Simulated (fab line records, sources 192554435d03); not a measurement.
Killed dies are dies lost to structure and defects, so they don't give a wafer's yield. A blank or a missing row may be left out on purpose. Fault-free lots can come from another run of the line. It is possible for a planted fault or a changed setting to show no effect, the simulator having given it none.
fab line records + flow n5Finfet + part 2 of 2: steps 5 to 6 of 6
record:
- lots: 22
- wafers: 66
- lastDay: 17
route steps=1938 shown BEOL_M9@1424 BEOL_M10@1488
lots that met no fault: from a run of the same line without faults
startH: hours from the record's opening day to when the first of the lot's shown wafers began + waitH: hours elapsed since this lot's preceding step + " same as the row above + L1.1+2: a single row standing in for several wafers + - value missing, or start not given + * or withheld: withheld + < > ~ a bound
route shown NAME@n: a module of which the file shows steps, and the number in the route of the first + usual: the fault-free wafers' mean and standard deviation + same: alike in all rows + chamber/n: place in a boat + sites: readings site by site + _std_site: the standard deviation of these + _edge_site: the outer-site mean with the inner-site mean subtracted + radiusMm: for every site, how far away it sits from the centre of the wafer + mask NAME#n: copy n + behind: the tool/chamber that last shaped the wafer + hold: why the lot went on hold/how many hours it stayed there/how the hold came to an end + device: the n, p or np transistor that did not switch + end of line: the same wafers' tests at the end of the route + for a step that has no rows: nothing shown but its recipe + killed: count of dies lost to structure and defects at first sort (not the wafer's yield) + map: the dies of a wafer, with x for killed, . for not killed, _ for no die there
set.NAME: setting as actually run; set.NAME@STEP: the setting as run at that earlier step + model.NAME: the simulator's own value behind a step, which no gauge read
steps of the route over a sample of lots; a table a step, a row a wafer
services: a tool's chamber out of use, with start hour (startH, from the record's first day; less than 0 if before it), hours out, and reason
== steps ==
step: N5_BEOL_M10_ETCH_62
recipe:
- chemistry: N2/H2
- target: SOC
- targetDepthA: 1100
- overetchA: 220
- maskMaterial: SiARC
- tempC: 40
- timeS: 165
- ionEnergyEv: 200
- pressureMtorr: 30
- sourceW: 840
- biasW: 150
- n2FlowSccm: 200
- h2FlowSccm: 200
usual:
- chamberPressureMTorr: 30.000/0.028
- drypumpMotorCurrentA: 5.8/0.53
- oesProductAu: 0.68/0.05
- rfVppV: 524/3.1
- showerheadPlenumPTorr: 2.55/0.11
- throttleValvePct: 17.78/0.25
| lot.wafer | tool       | chamber | startH | waitH | chamberPressureMTorr | drypumpMotorCurrentA | oesProductAu | rfHoursCounterH | rfVppV | showerheadPlenumPTorr | throttleValvePct |
|-----------|------------|---------|--------|-------|----------------------|----------------------|--------------|-----------------|--------|-----------------------|------------------|
| L074.1    | rieDiel-05 | 3       | 236.69 | 0.0   | 30.018               | 4.7                  | 0.68         | 93              | 522    | 2.45                  | 17.92            |
| L074.3    | "          | 1       | "      | "     | 30.003               | 5.9                  | 0.68         | 103             | 522    | 2.44                  | 17.87            |
| L074.6    | "          | 1       | "      | "     | 30.035               | 5.9                  | 0.68         | -               | 523    | 2.44                  | 17.87            |
| L076.1    | rieDiel-04 | 0       | 240.64 | 0.0   | 30.023               | 6.5                  | 0.67         | 106             | 528    | 2.66                  | 17.68            |
| L076.4    | "          | 3       | "      | "     | 29.989               | 6.0                  | 0.76         | 28              | 529    | 2.68                  | 17.80            |
| L076.6    | "          | 2       | "      | "     | 29.988               | 5.7                  | 0.82         | -               | 522    | 2.49                  | 17.21            |
| L075.1    | rieDiel-04 | 1       | 244.54 | 0.0   | 30.083               | 6.1                  | 0.71         | 76              | 528    | 2.68                  | 17.54            |
| L075.3    | "          | 0       | "      | "     | 30.019               | 6.5                  | 0.67         | 108             | 528    | 2.66                  | 17.67            |
| L075.4    | "          | 2       | "      | "     | 30.001               | 5.8                  | 0.81         | 5               | 523    | 2.49                  | 17.20            |
| L079.3    | rieDiel-04 | 2       | 248.90 | 0.0   | 30.043               | 5.7                  | 0.82         | 8               | 523    | 2.49                  | 17.20            |
| L079.5    | "          | 3       | "      | "     | 30.021               | 5.9                  | 0.75         | -               | 529    | 2.68                  | 17.80            |
| L079.6    | "          | 0       | "      | "     | 30.038               | 6.5                  | 0.66         | -               | 527    | 2.66                  | 17.67            |
| L078.2    | rieDiel-03 | 3       | 258.66 | 0.0   | 30.012               | 5.5                  | 0.61         | 191             | 518    | 2.32                  | 17.98            |
| L078.3    | "          | 2       | "      | "     | 29.960               | 4.8                  | 0.74         | 44              | 522    | 2.50                  | 17.60            |
| L078.6    | "          | 3       | "      | "     | 30.039               | 5.5                  | 0.60         | -               | 516    | 2.32                  | 17.97            |
| L081.3    | rieDiel-05 | 0       | 273.15 | 0.0   | 29.922               | 5.1                  | 0.62         | 169             | 522    | 2.45                  | 17.78            |
| L081.4    | "          | 3       | "      | "     | 29.985               | 4.7                  | 0.67         | 105             | 523    | 2.45                  | 17.96            |
| L081.5    | "          | 2       | "      | "     | 30.012               | 6.0                  | 0.66         | -               | 524    | 2.56                  | 18.13            |
| L082.2    | rieDiel-05 | 2       | 273.41 | 0.0   | 29.973               | 6.0                  | 0.65         | 132             | 523    | 2.56                  | 18.12            |
| L082.4    | "          | 3       | "      | "     | 29.999               | 4.7                  | 0.67         | 105             | 523    | 2.45                  | 17.93            |
| L082.5    | "          | 2       | "      | "     | 29.968               | 6.0                  | 0.66         | -               | 523    | 2.56                  | 18.11            |
| L077.2    | rieDiel-05 | 2       | 280.37 | 0.0   | 30.009               | 6.0                  | 0.65         | 134             | 525    | 2.55                  | 18.11            |
| L077.5    | "          | 3       | "      | "     | 29.998               | 4.7                  | 0.66         | -               | 521    | 2.45                  | 17.96            |
| L077.6    | "          | 2       | "      | "     | 29.997               | 6.0                  | 0.64         | -               | 523    | 2.56                  | 18.12            |
| L080.2    | rieDiel-04 | 2       | 280.90 | 0.0   | 29.989               | 5.8                  | 0.78         | 19              | 523    | 2.48                  | 17.21            |
| L080.3    | "          | 1       | "      | "     | 29.978               | 6.1                  | 0.70         | 90              | 528    | 2.68                  | 17.56            |
| L080.4    | "          | 3       | "      | "     | 30.029               | 5.9                  | 0.74         | 45              | 529    | 2.68                  | 17.81            |
| L083.1    | rieDiel-05 | 1       | 292.07 | 0.0   | 29.997               | 5.9                  | 0.66         | 124             | 521    | 2.44                  | 17.90            |
| L083.2    | "          | 3       | "      | "     | 30.012               | 4.7                  | 0.66         | 113             | 521    | 2.45                  | 17.94            |
| L083.4    | "          | 0       | "      | "     | 29.999               | 5.2                  | 0.62         | 177             | 520    | 2.45                  | 17.79            |
| L085.1    | rieDiel-04 | 1       | 302.45 | 0.0   | 29.989               | 6.1                  | 0.68         | 100             | 527    | 2.67                  | 17.56            |
| L085.3    | "          | 2       | "      | "     | 29.978               | 5.8                  | 0.76         | 30              | 524    | 2.48                  | 17.22            |
| L085.4    | "          | 0       | "      | "     | 30.019               | 6.5                  | 0.64         | 133             | 528    | 2.65                  | 17.72            |
| L086.1    | rieDiel-04 | 0       | 307.45 | 0.0   | 30.013               | 6.5                  | 0.65         | 135             | 527    | 2.65                  | 17.73            |
| L086.2    | "          | 2       | "      | "     | 29.984               | 5.8                  | 0.76         | 32              | 522    | 2.48                  | 17.23            |
| L086.4    | "          | 3       | "      | "     | 30.060               | 5.9                  | 0.72         | 57              | 528    | 2.67                  | 17.83            |
| L088.1    | rieDiel-04 | 2       | 307.70 | 0.0   | 30.019               | 5.7                  | 0.76         | 32              | 524    | 2.48                  | 17.23            |
| L088.3    | "          | 0       | "      | "     | 30.033               | 6.5                  | 0.65         | 135             | 528    | 2.65                  | 17.72            |
| L088.4    | "          | 1       | "      | "     | 29.996               | 6.1                  | 0.68         | 102             | 528    | 2.67                  | 17.58            |
| L087.2    | rieDiel-05 | 1       | 315.32 | 0.0   | 29.982               | 5.9                  | 0.66         | 133             | 520    | 2.43                  | 17.93            |
| L087.4    | "          | 0       | "      | "     | 29.986               | 5.2                  | 0.61         | 185             | 522    | 2.44                  | 17.81            |
| L087.6    | "          | 1       | "      | "     | 29.971               | 5.9                  | 0.66         | -               | 521    | 2.43                  | 17.93            |
| L089.1    | rieDiel-04 | 2       | 332.00 | 0.0   | 29.983               | 5.8                  | 0.75         | 41              | 522    | 2.47                  | 17.26            |
| L089.3    | "          | 3       | "      | "     | 29.992               | 5.9                  | 0.72         | 66              | 528    | 2.67                  | 17.85            |
| L089.6    | "          | 3       | "      | "     | 29.921               | 6.0                  | 0.71         | -               | 527    | 2.67                  | 17.85            |
| L091.1    | rieDiel-04 | 3       | 339.37 | 0.0   | 29.970               | 6.0                  | 0.72         | 69              | 528    | 2.67                  | 17.85            |
| L091.4    | "          | 2       | "      | "     | 29.991               | 5.7                  | 0.74         | 44              | 523    | 2.47                  | 17.26            |
| L091.6    | "          | 0       | "      | "     | 30.034               | 6.5                  | 0.63         | -               | 526    | 2.65                  | 17.76            |
| L092.1    | rieDiel-05 | 2       | 341.18 | 0.0   | 30.000               | 6.0                  | 0.63         | 159             | 524    | 2.54                  | 18.16            |
| L092.4    | "          | 1       | "      | "     | 30.009               | 5.9                  | 0.65         | 143             | 521    | 2.43                  | 17.95            |
| L092.5    | "          | 3       | "      | "     | 29.984               | 4.7                  | 0.65         | -               | 521    | 2.44                  | 17.99            |
| L094.1    | rieDiel-03 | 0       | 349.46 | 0.0   | 29.970               | 5.3                  | 0.66         | 146             | 520    | 2.44                  | 18.04            |
| L094.2    | "          | 3       | "      | "     | 30.018               | 5.5                  | 0.59         | 222             | 517    | 2.31                  | 18.04            |
| L094.5    | "          | 0       | "      | "     | 30.025               | 5.3                  | 0.65         | -               | 521    | 2.44                  | 18.03            |
| L093.3    | rieDiel-05 | 3       | 351.52 | 0.0   | 29.979               | 4.7                  | 0.64         | 133             | 522    | 2.44                  | 18.00            |
| L093.4    | "          | 2       | "      | "     | 29.991               | 6.0                  | 0.62         | 162             | 525    | 2.54                  | 18.16            |
| L093.5    | "          | 2       | "      | "     | 30.011               | 5.9                  | 0.63         | -               | 525    | 2.54                  | 18.15            |
| L095.2    | rieDiel-04 | 1       | 351.96 | 0.0   | 30.012               | 6.1                  | 0.67         | 118             | 527    | 2.66                  | 17.63            |
| L095.3    | "          | 0       | "      | "     | 30.018               | 6.4                  | 0.63         | 151             | 527    | 2.65                  | 17.76            |
| L095.4    | "          | 2       | "      | "     | 30.027               | 5.8                  | 0.74         | 48              | 522    | 2.47                  | 17.26            |
| L096.1    | rieDiel-05 | 1       | 355.73 | 0.0   | 29.984               | 5.9                  | 0.65         | 149             | 522    | 2.43                  | 17.95            |
| L096.4    | "          | 3       | "      | "     | 29.980               | 4.7                  | 0.65         | 135             | 521    | 2.44                  | 18.00            |
| L096.5    | "          | 0       | "      | "     | 30.002               | 5.2                  | 0.61         | -               | 520    | 2.44                  | 17.84            |
| L097.2    | rieDiel-04 | 1       | 355.73 | 0.0   | 30.012               | 6.1                  | 0.67         | 120             | 528    | 2.66                  | 17.62            |
| L097.3    | "          | 3       | "      | "     | 30.019               | 6.0                  | 0.70         | 75              | 527    | 2.66                  | 17.87            |
| L097.4    | "          | 2       | "      | "     | 29.982               | 5.7                  | 0.73         | 50              | 521    | 2.47                  | 17.28            |
step: N5_BEOL_M10_STRIP_67
recipe:
- chemistry: CF4
- resist: SiARC
- powerW: 300
- biasPowerW: 75
- pressureMtorr: 50
- cf4FlowSccm: 150
- rfFrequencyHz: 6e+07
usual:
- chamberPressureMTorr: 50.00/0.051
- drypumpMotorCurrentA: 5.8/0.53
- oesProductAu: 0.80/0.058
- rfVppV: 271.2/1.7
- showerheadPlenumPTorr: 1.80/0.068
- throttleValvePct: 13.57/0.23
| lot.wafer | tool       | chamber | startH | waitH | chamberPressureMTorr | drypumpMotorCurrentA | oesProductAu | rfHoursCounterH | rfVppV | showerheadPlenumPTorr | throttleValvePct |
|-----------|------------|---------|--------|-------|----------------------|----------------------|--------------|-----------------|--------|-----------------------|------------------|
| L074.1    | rieDiel-05 | 3       | 236.84 | 0.0   | 49.97                | 4.7                  | 0.80         | 93              | 270.1  | 1.75                  | 13.67            |
| L074.3    | "          | 1       | "      | "     | 50.06                | 5.8                  | 0.80         | 103             | 270.5  | 1.76                  | 13.81            |
| L074.6    | "          | 1       | "      | "     | 50.06                | 5.9                  | 0.81         | -               | 269.6  | 1.76                  | 13.80            |
| L076.1    | rieDiel-04 | 0       | 240.79 | 0.0   | 49.90                | 6.5                  | 0.79         | 106             | 273.8  | 1.87                  | 13.48            |
| L076.4    | "          | 3       | "      | "     | 50.01                | 5.9                  | 0.89         | 28              | 272.8  | 1.89                  | 13.53            |
| L076.6    | "          | 2       | "      | "     | 49.98                | 5.7                  | 0.96         | -               | 271.3  | 1.76                  | 13.04            |
| L075.1    | rieDiel-04 | 1       | 244.68 | 0.0   | 49.98                | 6.1                  | 0.84         | 76              | 273.5  | 1.89                  | 13.38            |
| L075.3    | "          | 0       | "      | "     | 49.97                | 6.5                  | 0.79         | 108             | 272.9  | 1.87                  | 13.48            |
| L075.4    | "          | 2       | "      | "     | 50.12                | 5.7                  | 0.95         | 6               | 271.0  | 1.76                  | 13.06            |
| L079.3    | rieDiel-04 | 2       | 249.04 | 0.0   | 49.90                | 5.7                  | 0.95         | 8               | 270.6  | 1.76                  | 13.05            |
| L079.5    | "          | 3       | "      | "     | 50.11                | 6.0                  | 0.88         | -               | 272.7  | 1.89                  | 13.52            |
| L079.6    | "          | 0       | "      | "     | 49.97                | 6.5                  | 0.79         | -               | 273.8  | 1.87                  | 13.47            |
| L078.2    | rieDiel-03 | 3       | 258.81 | 0.0   | 50.17                | 5.5                  | 0.73         | 191             | 267.8  | 1.66                  | 13.77            |
| L078.3    | "          | 2       | "      | "     | 49.97                | 4.8                  | 0.89         | 44              | 271.0  | 1.74                  | 13.26            |
| L078.6    | "          | 3       | "      | "     | 50.08                | 5.5                  | 0.71         | -               | 267.9  | 1.66                  | 13.77            |
| L081.3    | rieDiel-05 | 0       | 273.30 | 0.0   | 49.95                | 5.2                  | 0.73         | 169             | 270.9  | 1.72                  | 13.47            |
| L081.4    | "          | 3       | "      | "     | 50.00                | 4.7                  | 0.79         | 105             | 269.6  | 1.75                  | 13.71            |
| L081.5    | "          | 2       | "      | "     | 50.10                | 6.0                  | 0.77         | -               | 270.7  | 1.79                  | 13.80            |
| L082.2    | rieDiel-05 | 2       | 273.55 | 0.0   | 49.96                | 6.0                  | 0.76         | 132             | 271.2  | 1.79                  | 13.83            |
| L082.4    | "          | 3       | "      | "     | 50.00                | 4.7                  | 0.78         | 106             | 269.4  | 1.75                  | 13.71            |
| L082.5    | "          | 2       | "      | "     | 49.97                | 6.0                  | 0.77         | -               | 270.8  | 1.79                  | 13.82            |
| L077.2    | rieDiel-05 | 2       | 280.52 | 0.0   | 50.08                | 6.0                  | 0.76         | 135             | 270.7  | 1.79                  | 13.83            |
| L077.5    | "          | 3       | "      | "     | 49.97                | 4.7                  | 0.78         | -               | 269.6  | 1.75                  | 13.71            |
| L077.6    | "          | 2       | "      | "     | 50.02                | 6.0                  | 0.76         | -               | 271.5  | 1.79                  | 13.80            |
| L080.2    | rieDiel-04 | 2       | 281.04 | 0.0   | 50.03                | 5.7                  | 0.92         | 19              | 270.3  | 1.76                  | 13.09            |
| L080.3    | "          | 1       | "      | "     | 49.91                | 6.1                  | 0.82         | 90              | 272.6  | 1.88                  | 13.41            |
| L080.4    | "          | 3       | "      | "     | 49.98                | 5.9                  | 0.87         | 45              | 274.3  | 1.89                  | 13.54            |
| L083.1    | rieDiel-05 | 1       | 292.22 | 0.0   | 50.02                | 5.8                  | 0.79         | 124             | 270.0  | 1.75                  | 13.86            |
| L083.2    | "          | 3       | "      | "     | 49.96                | 4.7                  | 0.78         | 113             | 269.6  | 1.75                  | 13.71            |
| L083.4    | "          | 0       | "      | "     | 50.01                | 5.1                  | 0.73         | 177             | 269.7  | 1.71                  | 13.51            |
| L085.1    | rieDiel-04 | 1       | 302.60 | 0.0   | 50.02                | 6.1                  | 0.82         | 100             | 271.2  | 1.88                  | 13.43            |
| L085.3    | "          | 2       | "      | "     | 49.99                | 5.7                  | 0.90         | 30              | 270.2  | 1.76                  | 13.12            |
| L085.4    | "          | 0       | "      | "     | 49.99                | 6.5                  | 0.76         | 133             | 272.7  | 1.87                  | 13.53            |
| L086.1    | rieDiel-04 | 0       | 307.60 | 0.0   | 50.01                | 6.5                  | 0.76         | 135             | 272.8  | 1.87                  | 13.54            |
| L086.2    | "          | 2       | "      | "     | 49.92                | 5.7                  | 0.89         | 32              | 270.8  | 1.76                  | 13.11            |
| L086.4    | "          | 3       | "      | "     | 50.02                | 5.9                  | 0.85         | 58              | 275.0  | 1.89                  | 13.59            |
| L088.1    | rieDiel-04 | 2       | 307.85 | 0.0   | 49.94                | 5.8                  | 0.89         | 32              | 268.7  | 1.76                  | 13.12            |
| L088.3    | "          | 0       | "      | "     | 50.03                | 6.5                  | 0.76         | 135             | 272.2  | 1.87                  | 13.53            |
| L088.4    | "          | 1       | "      | "     | 50.04                | 6.1                  | 0.81         | 102             | 272.3  | 1.88                  | 13.42            |
| L087.2    | rieDiel-05 | 1       | 315.47 | 0.0   | 50.04                | 5.9                  | 0.78         | 133             | 269.6  | 1.75                  | 13.88            |
| L087.4    | "          | 0       | "      | "     | 50.05                | 5.1                  | 0.73         | 185             | 268.4  | 1.71                  | 13.52            |
| L087.6    | "          | 1       | "      | "     | 49.96                | 5.8                  | 0.78         | -               | 270.5  | 1.75                  | 13.90            |
| L089.1    | rieDiel-04 | 2       | 332.14 | 0.0   | 50.07                | 5.7                  | 0.88         | 41              | 271.9  | 1.75                  | 13.14            |
| L089.3    | "          | 3       | "      | "     | 49.99                | 5.9                  | 0.84         | 66              | 273.1  | 1.88                  | 13.61            |
| L089.6    | "          | 3       | "      | "     | 50.09                | 5.9                  | 0.84         | -               | 273.3  | 1.88                  | 13.60            |
| L091.1    | rieDiel-04 | 3       | 339.51 | 0.0   | 49.96                | 6.0                  | 0.84         | 69              | 273.8  | 1.88                  | 13.63            |
| L091.4    | "          | 2       | "      | "     | 49.99                | 5.7                  | 0.87         | 44              | 270.2  | 1.75                  | 13.14            |
| L091.6    | "          | 0       | "      | "     | 50.01                | 6.5                  | 0.76         | -               | 273.2  | 1.86                  | 13.56            |
| L092.1    | rieDiel-05 | 2       | 341.32 | 0.0   | 50.07                | 6.0                  | 0.75         | 159             | 271.8  | 1.79                  | 13.89            |
| L092.4    | "          | 1       | "      | "     | 49.95                | 5.8                  | 0.77         | 143             | 269.9  | 1.74                  | 13.89            |
| L092.5    | "          | 3       | "      | "     | 49.97                | 4.7                  | 0.77         | -               | 269.7  | 1.74                  | 13.75            |
| L094.1    | rieDiel-03 | 0       | 349.61 | 0.0   | 50.05                | 5.3                  | 0.78         | 146             | 270.0  | 1.73                  | 13.71            |
| L094.2    | "          | 3       | "      | "     | 49.97                | 5.5                  | 0.69         | 222             | 268.6  | 1.65                  | 13.85            |
| L094.5    | "          | 0       | "      | "     | 49.93                | 5.3                  | 0.77         | -               | 270.0  | 1.73                  | 13.71            |
| L093.3    | rieDiel-05 | 3       | 351.66 | 0.0   | 50.00                | 4.7                  | 0.77         | 133             | 272.5  | 1.74                  | 13.75            |
| L093.4    | "          | 2       | "      | "     | 49.99                | 6.0                  | 0.74         | 163             | 271.1  | 1.78                  | 13.88            |
| L093.5    | "          | 2       | "      | "     | 50.01                | 6.0                  | 0.74         | -               | 271.4  | 1.79                  | 13.88            |
| L095.2    | rieDiel-04 | 1       | 352.11 | 0.0   | 50.11                | 6.1                  | 0.80         | 118             | 273.7  | 1.87                  | 13.47            |
| L095.3    | "          | 0       | "      | "     | 49.99                | 6.5                  | 0.75         | 151             | 273.1  | 1.86                  | 13.57            |
| L095.4    | "          | 2       | "      | "     | 50.05                | 5.8                  | 0.86         | 48              | 270.8  | 1.75                  | 13.14            |
| L096.1    | rieDiel-05 | 1       | 355.88 | 0.0   | 49.98                | 5.8                  | 0.76         | 149             | 268.9  | 1.74                  | 13.90            |
| L096.4    | "          | 3       | "      | "     | 49.92                | 4.7                  | 0.76         | 135             | 270.3  | 1.74                  | 13.77            |
| L096.5    | "          | 0       | "      | "     | 50.01                | 5.2                  | 0.72         | -               | 270.6  | 1.71                  | 13.54            |
| L097.2    | rieDiel-04 | 1       | 355.88 | 0.0   | 50.03                | 6.1                  | 0.79         | 120             | 273.5  | 1.87                  | 13.48            |
| L097.3    | "          | 3       | "      | "     | 49.92                | 6.0                  | 0.83         | 75              | 272.7  | 1.88                  | 13.62            |
| L097.4    | "          | 2       | "      | "     | 50.02                | 5.7                  | 0.87         | 50              | 268.6  | 1.75                  | 13.17            |
== services ==
| tool          | chamber | startH | hours | kind                        |
|---------------|---------|--------|-------|-----------------------------|
| rieDiel-02    | 1       | 208.27 | -     | clean                       |
| rieDiel-02    | 1       | 208.27 | -     | consumableReplace:focusRing |
| rieDiel-02    | 1       | 208.27 | 17.2  | scheduledDown               |
| rieDiel-02    | 1       | 208.27 | 17.2  | ventCycle                   |
| rieDiel-02    | 0       | 242.88 | 8.6   | repair                      |
| rieDiel-06    | -       | 246.07 | 0.3   | repair                      |
| rieDiel-03    | 1       | 258.58 | -     | clean                       |
| rieDiel-03    | 1       | 258.58 | -     | consumableReplace:focusRing |
| rieDiel-03    | 1       | 258.58 | 25.3  | scheduledDown               |
| rieDiel-03    | 1       | 258.58 | 25.3  | ventCycle                   |
| pvdSputter-02 | -       | 281.96 | 0.5   | repair                      |
| rieDiel-03    | -       | 282.27 | 14.6  | pm                          |
| rieDiel-05    | -       | 290.03 | 0.5   | repair                      |
| rieDiel-06    | -       | 291.33 | 15.6  | pm                          |
| rieDiel-04    | -       | 306.33 | 0.4   | repair                      |
| rieDiel-02    | 3       | 315.13 | 4.7   | repair                      |
| rieDiel-02    | 0       | 339.01 | 2.1   | repair                      |
| rieDiel-01    | 1       | 348.30 | 14.7  | repair                      |
| rieDiel-06    | 3       | 351.85 | -     | clean                       |
| rieDiel-06    | 3       | 351.85 | -     | consumableReplace:focusRing |
| rieDiel-06    | 3       | 351.85 | 14.5  | scheduledDown               |
| rieDiel-06    | 3       | 351.85 | 14.5  | ventCycle                   |
